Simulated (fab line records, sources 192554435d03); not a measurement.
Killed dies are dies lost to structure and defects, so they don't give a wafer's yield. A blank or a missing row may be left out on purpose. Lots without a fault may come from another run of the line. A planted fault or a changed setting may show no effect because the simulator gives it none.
A struck lot beside a sound one | flow n5_finfet | 13 steps out of a route of 1938
Sound: wafers L521.3, L521.5, L521.6. Struck: wafers L509.1, L509.3, L509.6. The cause comes at the end.
At each step with rows: each side's tool, then ch and its chambers, then its first start. Under that, the readings that differ: sound wafers | struck wafers | difference of the means | sigmas: that difference in standard deviations of wafers without a fault.
alike: readings whose means differ by less than 2 such deviations, and words and numbers that are the same on both sides. not compared: withheld readings, readings that some wafer has no value for, bounds like >300 that may hide the same value, and numbers for which the record gives no deviation and whose values overlap.
The two part at a step that has a row with sigmas, a row that says differs or no value, or rows on one side only. Numbers that don't overlap but have no deviation are shown without sigmas and don't part them. A reading that every wafer of one side lacks parts them only if that side has two wafers or more.

first, 9 steps without rows for these wafers: N5_BEOL_M3_DEVELOP_27 (develop time 30 s); N5_BEOL_M3_DESCUM_33 (chemistry O2, time 7 s); N5_BEOL_M3_ETCH_77 (etches underlayer in N2/H2, target depth 6.5 nm, time 5.2 s); N5_BEOL_M3_ETCH_69 (etches SiARC in CF4, target depth 15.6 nm, time 26 s); N5_BEOL_M3_ALD_98 (deposits SiO2, target thk 2.5 nm, pulse time 1 s, co reactant pulse time 1 s); N5_BEOL_M3_ETCHBACK_99 (etches SiO2 in CHF3, target depth 5 nm, time 10.4 s); N5_BEOL_M3_ETCH_70 (etches SOC in N2/H2, target depth 80 nm, overetch 16 nm, time 120 s); N5_BEOL_M3_STRIP_71 (strips in N2/H2); N5_BEOL_M3_STRIP_78 (strips in N2/H2).
N5_BEOL_M3_VIA_ETCH_34: etches the open film in C4F6/O2, target depth 69.4 nm, time 65.9 s.
  sound on rie_diel-05 ch 2,3, day 13 19:41; struck on rie_diel-01 ch 0,1,3, day 12 02:25
  no value came back on the struck wafers for any of 9 readings (C4F6_flow_sccm (sccm), O2_flow_sccm (sccm) and others); on the sound wafers C4F6_flow_sccm (sccm) reads 10.03 9.97 10.02
  reading                                    | sound        | struck     | difference | sigmas
  model.SOC_of_BEOL_M3_COAT_67.thk_nm (nm)   | 51.8 52 51.8 | 60.2 60 60 | +8.2       |
  model.SiARC_of_BEOL_M3_COAT_68.thk_nm (nm) | 0 0 0        | 5.8 6.6 6  | +6.1       |
  not compared: rf_hours_counter_h
then, 1 step without rows for these wafers: N5_BEOL_M3_STRIP_83 (strips in C4F6/O2).
N5_BEOL_M4_RC_MEAS_101:
  the record has rows for the sound wafers here (prober-02 ch 0, day 15 18:47) and none for the struck ones
-- the record jumps here: 5 days lie between the struck wafers' starts before and after (it left off in module BEOL_M4 and takes up again in module PASSIVATION, whose first step shown is number 1936 of the route) --
N5_PASSIVATION_PROBE_49:
  sound on prober-01, day 20 07:41; struck on prober-02, day 17 06:11
  reading                  | sound          | struck         | difference | sigmas
  defect_limited_yield (%) | 91.4 91.3 91.9 | 0 0 0          | -92        | -76
  killed_at_M0_to_M3       | 42 38 36       | 1110 1123 1107 | +1075      | +98
  killed_dies              | 101 103 95     | 1180 1180 1180 | +1080      | +72
  killed_on_rim            | 20 12 16       | 152 152 152    | +136       | +38
  sort_bin_5_function (%)  | 5.3 5.3 5.0    | 96.3 96.1 96.3 | +91.0      | +99 or more
  sort_n_pass              | 1079 1077 1085 | 0 0 0          | -1080      | -72
  sort_yield_pct (%)       | 91.4 91.3 91.9 | 0 0 0          | -92        | -76
  alike: killed_at_M4_up, killed_at_contacts, killed_at_front_end, killed_at_other, killed_open, killed_short, sort_bin_6_memory

WHERE THEY PART
First at N5_BEOL_M3_VIA_ETCH_34; last, within this record, at N5_PASSIVATION_PROBE_49.

WHY: what the simulator had put in
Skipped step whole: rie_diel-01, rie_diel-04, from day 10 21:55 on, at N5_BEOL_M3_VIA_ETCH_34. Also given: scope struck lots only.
